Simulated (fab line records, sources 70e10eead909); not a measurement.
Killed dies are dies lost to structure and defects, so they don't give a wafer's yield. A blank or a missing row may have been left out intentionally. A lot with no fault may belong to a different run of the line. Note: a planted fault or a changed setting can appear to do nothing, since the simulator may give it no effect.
fab line records	flow nandHarc
record lots=6	wafers=18	lastDay=33
route steps=1302 shown A_CONTACT@1090
lots untouched by any fault: they come from a run of this same line in which no faults occurred
startH: hours from the record's first day to the start of the lot's first wafer shown	waitH: hours since the lot's step before	" repeats the value in the row above	L1.1+2: one row covering several wafers at once	- either no value or no given start	* or withheld: withheld	< > ~ a bound
route shown NAME@n: names a module that has steps shown in the file, with the first one's number in the route	usual: mean and standard deviation over wafers with no fault	same: alike in all rows	chamber/n: place in a boat	sites: each site's reading	_std_site: the values' standard deviation	_edge_site: inner sites' mean taken away from outer sites' mean	radiusMm: for every site, how far away it sits from the centre of the wafer	mask NAME#n: copy n	behind: the most recent tool/chamber to have shaped the wafer	hold: reason for holding the lot/hours on hold/outcome of the hold	device: names the non-switching transistor (n, p or np)	end of line: the tests these same wafers got at the end of their route	a step given without rows: its recipe and nothing more	killed: at the first sort, the dies lost to defects and structure; wafer yield is something else	map: dies across one wafer; x = killed, . = not, _ = none there
set.NAME: setting as actually run; set.NAME@STEP: the setting as run at that earlier step	model.NAME: the simulator's own value behind a step, which no gauge read
lots at some steps of the route; a table a step, a row a wafer
services: from which hour (startH, from the record's first day; less than 0 if before it) a tool's chamber was out of use, for how many hours, and why
## steps
# step NHARC_A_CONTACT_ETCH_138
# recipe sourceW=withheld	pressureMtorr=20	biasV=1200	timeS=311	targetDepthA=19140	arFlowSccm=withheld	c4f8FlowSccm=withheld	o2FlowSccm=withheld	chemistry=C4F8/O2/Ar
# step NHARC_A_CONTACT_ETCH_139
# recipe sourceW=withheld	pressureMtorr=20	biasV=400	timeS=195	targetDepthA=8400	arFlowSccm=withheld	c4f8FlowSccm=11.5	o2FlowSccm=7.2	chemistry=C4F8/O2/Ar
lot.wafer	tool	chamber	startH	waitH	rfHoursCounterH
L236.2	harCapEtch-02	1	511.40	0.2	88
L236.3	"	1	"	"	-
L236.4	"	0	"	"	-
L238.1	harCapEtch-03	0	554.23	0.2	54
L238.4	"	0	"	"	-
L238.3	"	1	"	"	-
L246.1	harCapEtch-02	1	633.93	0.2	111
L246.5	"	1	"	"	-
L246.6	"	0	"	"	-
L251.2	harCapEtch-03	0	666.83	0.2	73
L251.4	"	0	"	"	-
L251.5	"	1	"	"	-
L257.2	harCapEtch-01	0	729.69	0.2	37
L257.3	"	1	"	"	-
L257.4	"	0	"	"	-
L258.2	harCapEtch-01	1	745.42	0.2	39
L258.3	"	0	"	"	-
L258.6	"	0	"	"	-
# step NHARC_A_CONTACT_ETCH_92
# recipe targetDepthA=400	overEtchFrac=0.5	timeS=85.7	ionEnergyEv=120	ch3fFlowSccm=50	o2FlowSccm=30	arFlowSccm=200	rfW=500	biasW=100	chemistry=CH3F/O2
# step NHARC_A_CONTACT_ETCH_98
# recipe targetDepthA=200	overEtchFrac=0.5	timeS=10	ionEnergyEv=250	c4f6FlowSccm=25	o2FlowSccm=20	arFlowSccm=500	rfW=600	biasW=500	chemistry=C4F6/O2
# usual drypumpMotorCurrentA=5.7/0.58	oesProductAu=0.963/0.021	rfVppV=546/4	showerheadPlenumPTorr=3.86/0.19	throttleValvePct=26.905/0.01
lot.wafer	tool	chamber	startH	waitH	drypumpMotorCurrentA	oesProductAu	rfHoursCounterH	rfVppV	showerheadPlenumPTorr	throttleValvePct
L236.3	rieDiel-11	3	-	-	5.3	0.947	24	553	4.18	26.905
L236.4	"	1	"	"	5.8	0.962	19	544	3.79	26.902
L236.2	"	2	"	"	5.5	0.955	20	542	3.67	26.909
L238.3	rieDiel-01	1	554.97	0.1	5.0	0.952	29	553	4.21	26.914
L238.1	"	3	"	"	6.3	0.958	27	544	3.75	26.915
L238.4	"	1	"	"	5.0	0.952	-	553	4.21	26.905
L246.1	rieDiel-01	2	-	-	5.0	0.964	13	546	3.94	26.910
L246.5	"	1	"	"	5.0	0.952	-	553	4.20	26.896
L246.6	"	2	"	"	4.9	0.959	-	547	3.94	26.902
L251.2	rieDiel-01	0	-	-	6.0	0.944	19	541	3.72	26.899
L251.4	"	2	"	"	5.0	0.960	17	547	3.93	26.913
L251.5	"	3	"	"	6.3	0.959	-	543	3.74	26.884
L257.3	rieDiel-01	1	730.64	0.4	5.0	0.975	30	552	4.19	26.903
L257.2	"	0	"	"	6.0	0.972	31	542	3.71	26.915
L257.4	"	1	"	"	5.0	0.986	-	552	4.19	26.904
L258.3	rieDiel-05	2	-	-	6.3	0.953	49	547	3.92	26.930
L258.2	"	3	"	"	5.8	0.958	47	539	3.66	26.901
L258.6	"	2	"	"	6.2	0.948	-	547	3.92	26.900
# step NHARC_A_CONTACT_CD_MEAS_15
# usual cdNm=189.7/0.62
lot.wafer	tool	chamber	startH	waitH	cdNm
L236.2	cdSem-03	-	512.35	-	189.7
L236.3	"	-	"	"	190.1
L236.4	"	-	"	"	189.5
L238.1	cdSem-03	-	555.06	-	189.9
L238.3	"	-	"	"	189.2
L238.4	"	-	"	"	189.4
L246.1	cdSem-01	-	634.71	-	190.6
L246.5	"	-	"	"	189.7
L246.6	"	-	"	"	190.2
L251.2	cdSem-02	-	667.57	-	189.9
L251.4	"	-	"	"	191.3
L251.5	"	-	"	"	190.3
L257.2	cdSem-03	-	730.73	-	189.5
L257.3	"	-	"	"	189.9
L257.4	"	-	"	"	189.5
L258.2	cdSem-01	-	746.15	-	189.0
L258.3	"	-	"	"	188.9
L258.6	"	-	"	"	188.9
# step NHARC_A_CONTACT_STRIP_107
# recipe n2FlowSccm=150	h2FlowSccm=150	arFlowSccm=0	biasW=0	chemistry=N2/H2
# step NHARC_A_CONTACT_STRIP_108
# recipe cf4FlowSccm=100	chf3FlowSccm=30	arFlowSccm=0	biasW=0	chemistry=CF4/CHF3
# step NHARC_A_CONTACT_STRIP_109
# recipe o2FlowSccm=400	cosFlowSccm=20	arFlowSccm=0	biasW=0	chemistry=O2/COS
# step NHARC_A_CONTACT_ETCH_110
# recipe targetDepthA=600	overetchA=60	timeS=33	ionEnergyEv=100	cf4FlowSccm=80	o2FlowSccm=20	arFlowSccm=0	rfW=300	biasW=100	chemistry=CF4/O2
# usual drypumpMotorCurrentA=5.7/0.5	oesProductAu=1.003/0.01	rfVppV=197.4/1.7	showerheadPlenumPTorr=1.31/0.071	throttleValvePct=13.396/0.0096
lot.wafer	tool	chamber	startH	waitH	drypumpMotorCurrentA	oesProductAu	rfHoursCounterH	rfVppV	showerheadPlenumPTorr	throttleValvePct
L236.2	rieDiel-05	0	512.64	0.1	6.7	1.018	30	196.2	1.25	13.400
L236.4	"	1	"	"	5.3	0.989	29	196.6	1.27	13.396
L236.3	"	2	"	"	6.2	1.020	33	198.7	1.35	13.400
L238.1	rieDiel-05	2	555.35	0.0	6.2	1.012	51	197.5	1.35	13.391
L238.4	"	3	"	"	5.8	0.999	47	196.3	1.25	13.401
L238.3	"	0	"	"	6.7	1.001	44	197.5	1.25	13.395
L246.1	rieDiel-05	1	635.15	0.1	5.3	0.996	12	196.2	1.26	13.413
L246.5	"	2	"	"	6.2	1.002	-	198.4	1.34	13.392
L246.6	"	3	"	"	5.7	0.987	-	195.3	1.24	13.413
L251.4	rieDiel-11	2	667.87	0.1	5.5	1.009	13	202.1	1.44	13.409
L251.2	"	3	"	"	5.4	1.019	17	199.5	1.42	13.412
L251.5	"	1	"	"	5.8	0.994	-	196.0	1.28	13.391
L257.3	rieDiel-05	1	731.02	0.1	5.3	1.009	44	195.8	1.26	13.389
L257.2	"	2	"	"	6.2	1.012	46	197.8	1.33	13.399
L257.4	"	3	"	"	5.8	1.014	44	195.2	1.24	13.390
L258.2	rieDiel-01	3	746.45	0.1	6.3	1.024	0	196.3	1.27	13.407
L258.3	"	1	"	"	5.0	1.005	0	198.4	1.43	13.396
L258.6	"	3	"	"	6.3	1.002	-	194.5	1.27	13.403
# step NHARC_A_CONTACT_STRIP_26
# recipe o2FlowSccm=500	arFlowSccm=0	biasW=0	chemistry=O2
# usual drypumpMotorCurrentA=5.8/0.53	oesProductAu=1.001/0.01	rfVppV=57.6/0.9	showerheadPlenumPTorr=3.47/0.17	throttleValvePct=17.036/0.0081
lot.wafer	tool	chamber	startH	waitH	drypumpMotorCurrentA	oesProductAu	rfHoursCounterH	rfVppV	showerheadPlenumPTorr	throttleValvePct
L236.4	rieDiel-05	1	-	-	5.3	0.989	29	56.5	3.36	17.033
L236.2	"	2	"	"	6.3	1.005	33	58.2	3.57	17.038
L236.3	"	3	"	"	5.8	0.997	31	58.1	3.32	17.044
L238.1	rieDiel-05	1	-	-	5.3	0.988	45	56.2	3.36	17.033
L238.4	"	2	"	"	6.2	1.011	51	58.2	3.56	17.032
L238.3	"	3	"	"	5.8	0.997	47	56.9	3.31	17.035
L246.1	rieDiel-05	1	-	-	5.4	0.993	12	56.7	3.35	17.027
L246.5	"	2	"	"	6.2	1.001	-	58.8	3.55	17.038
L246.6	"	3	"	"	5.8	0.993	-	56.1	3.30	17.029
L251.4	rieDiel-11	3	-	-	5.4	1.006	17	57.7	3.73	17.043
L251.2	"	1	"	"	5.8	0.993	17	56.6	3.38	17.056
L251.5	"	3	"	"	5.4	1.012	-	57.4	3.73	17.042
L257.3	rieDiel-05	2	-	-	6.2	1.004	46	57.6	3.53	17.036
L257.2	"	0	"	"	6.7	1.000	38	54.8	3.28	17.042
L257.4	"	1	"	"	5.3	1.009	44	56.1	3.33	17.032
L258.2	rieDiel-01	2	-	-	4.9	1.013	0	58.0	3.53	17.031
L258.3	"	0	"	"	6.0	0.985	0	58.7	3.33	17.033
L258.6	"	2	"	"	4.9	1.004	-	57.7	3.53	17.025
# step NHARC_A_CONTACT_STRIP_27
# recipe timeS=600	tempC=30	chemistry=postEtchResidueRemover
# step NHARC_A_CONTACT_ALD_18
# recipe targetThkA=30	pulseTimeS=1	aldCycles=150	tempC=450	material=TiN
# usual heaterPowerW=1079/81	precursorPulseHeightRel=1.000/0.021	susceptorTempC=450.02/0.25
lot.wafer	tool	chamber	startH	waitH	heaterPowerW	precursorPulseHeightRel	susceptorTempC
L236.2	aldMetal-01	2	513.29	-	1109	1.017	449.78
L236.4	"	3	"	"	1175	0.975	450.19
L236.3	"	1	"	"	1042	1.011	450.25
L238.3	aldMetal-01	0	556.00	-	893	1.000	450.21
L238.1	"	1	"	"	1098	0.965	449.62
L238.4	"	3	"	"	1156	0.979	449.94
L246.1	aldMetal-01	1	635.92	-	1061	1.028	449.67
L246.6	"	2	"	"	1081	0.960	450.36
L246.5	"	3	"	"	1182	1.009	450.07
L251.2	aldMetal-02	3	668.53	-	1144	1.030	450.30
L251.4	"	1	"	"	1077	1.000	449.85
L251.5	"	3	"	"	1171	0.997	450.30
L257.2	aldMetal-01	2	731.66	-	1035	1.049	449.94
L257.4	"	0	"	"	952	1.013	449.94
L257.3	"	1	"	"	1018	0.982	450.39
L258.2	aldMetal-02	3	747.09	-	1181	1.003	450.25
L258.3	"	1	"	"	1061	1.006	450.33
L258.6	"	3	"	"	1163	1.033	450.32
# step NHARC_A_CONTACT_CVD_19
# recipe targetThkA=3000	tempC=300	pressureTorr=40	wf6FlowSccm=40	h2FlowSccm=1600	arFlowSccm=1560	timeS=802	material=W
# usual chamberPressureTorr=39.99/0.084	heaterPowerOuterW=269/32	heaterPowerW=474/45	susceptorTempC=300.04/0.16	throttleValvePct=7.89/0.21
lot.wafer	tool	chamber	startH	waitH	chamberPressureTorr	heaterPowerOuterW	heaterPowerW	susceptorTempC	throttleValvePct
L236.2	cvdW-01	1	513.49	-	40.07	293	521	300.11	7.86
L236.4	"	1	"	"	40.03	288	505	300.11	7.92
L236.3	"	0	"	"	39.94	268	447	300.19	7.99
L238.1	cvdW-02	0	556.20	-	40.04	307	531	300.00	7.64
L238.4	"	0	"	"	39.99	309	508	300.22	7.58
L238.3	"	1	"	"	39.90	227	424	299.97	7.84
L246.1	cvdW-01	1	636.07	-	-	-	-	-	-
L246.5	"	1	"	"	-	-	-	-	-
L246.6	"	0	"	"	-	-	-	-	-
L251.2	cvdW-01	1	668.83	-	-	-	-	-	-
L251.4	"	1	"	"	-	-	-	-	-
L251.5	"	1	"	"	-	-	-	-	-
L257.2	cvdW-02	1	731.86	-	39.94	228	426	300.00	8.07
L257.3	"	1	"	"	39.92	228	433	300.30	8.05
L257.4	"	0	"	"	40.11	298	498	300.24	7.83
L258.2	cvdW-01	1	747.41	-	39.95	303	538	300.01	7.30
L258.3	"	1	"	"	39.89	296	557	300.22	7.56
L258.6	"	0	"	"	39.91	253	446	300.11	7.56
# step NHARC_A_CONTACT_CMP_20
# recipe tOverpolishS=30	targetThkNm=300
# usual motorCurrentA=11.6/1.2	overpolishRunS=29.999/0.0086	timeToEndpointS=58/3.2
lot.wafer	tool	chamber	startH	waitH	motorCurrentA	overpolishRunS	timeToEndpointS
L236.4	cmp-02	3	514.39	0.5	13.6	30.011	60
L236.2	"	0	"	"	10.9	30.008	56
L236.3	"	1	"	"	10.1	29.990	55
L238.3	cmp-02	2	557.09	0.4	12.2	30.002	50
L238.4	"	0	"	"	11.0	29.994	59
L238.1	"	1	"	"	9.4	30.004	55
L246.1	cmp-04	1	637.00	0.8	11.9	30.004	0
L246.5	"	3	"	"	10.8	30.003	1
L246.6	"	0	"	"	9.3	30.013	2
L251.2	cmp-04	3	669.59	0.6	10.7	30.013	0
L251.4	"	1	"	"	11.8	29.979	1
L251.5	"	0	"	"	10.1	29.998	3
L257.4	cmp-02	2	732.75	0.4	12.0	29.992	54
L257.2	"	3	"	"	13.1	30.009	59
L257.3	"	1	"	"	10.9	29.992	58
L258.2	cmp-03	1	748.22	0.7	9.8	30.009	61
L258.3	"	2	"	"	12.8	30.012	58
L258.6	"	3	"	"	11.4	30.009	58
## services
tool	chamber	startH	hours	kind
harCapEtch-01	-	497.60	17.0	pm
cmp-04	-	504.51	4.0	pm
cmp-02	-	512.13	1.2	repair
aldMetal-01	-	514.46	0.9	repair
aldMetal-01	-	526.00	10.0	pm
cmp-02	-	526.67	4.0	pm
harCapEtch-02	-	533.86	0.5	repair
cvdW-01	-	547.00	13.0	pm
rieDiel-01	-	557.82	9.0	pm
harCapEtch-02	-	564.73	1.6	repair
cmp-04	-	568.24	3.2	repair
rieDiel-11	2	580.32	2.7	repair
aldMetal-01	-	582.02	0.7	repair
rieDiel-05	-	583.66	9.0	pm
rieDiel-11	-	610.70	9.0	pm
rieDiel-05	0	624.22	17.4	repair
cmp-02	-	624.67	4.0	pm
rieDiel-11	2	643.46	6.4	repair
aldMetal-01	-	644.70	0.2	repair
aldMetal-01	-	704.00	10.0	pm
cmp-02	-	706.10	1.4	repair
cmp-02	-	722.79	4.0	pm
cvdW-01	-	728.00	13.0	pm
aldMetal-01	3	736.56	1.8	repair
## key
firstSign step=NHARC_A_CONTACT_CVD_19	reading=toolRecord	direction=missing
effect step=NHARC_A_CONTACT_CMP_20	reading=timeToEndpointS	direction=down	sigmas=18	usual=*	struck=*
metAt NHARC_A_CONTACT_CVD_19
struckWafers L246.1,L246.5,L246.6,L251.2,L251.4,L251.5
scrappedBehind NHARC_A_CONTACT_THK_MEAS_21 L246.1,L246.5,L246.6,L251.2,L251.4,L251.5
onsetBetween 513.49 636.07
fault kind=skippedStepWhole	tool=cvdW-01	chamber=-	onsetH=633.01	steps=NHARC_A_CONTACT_CVD_19	scope=struckLotsOnly
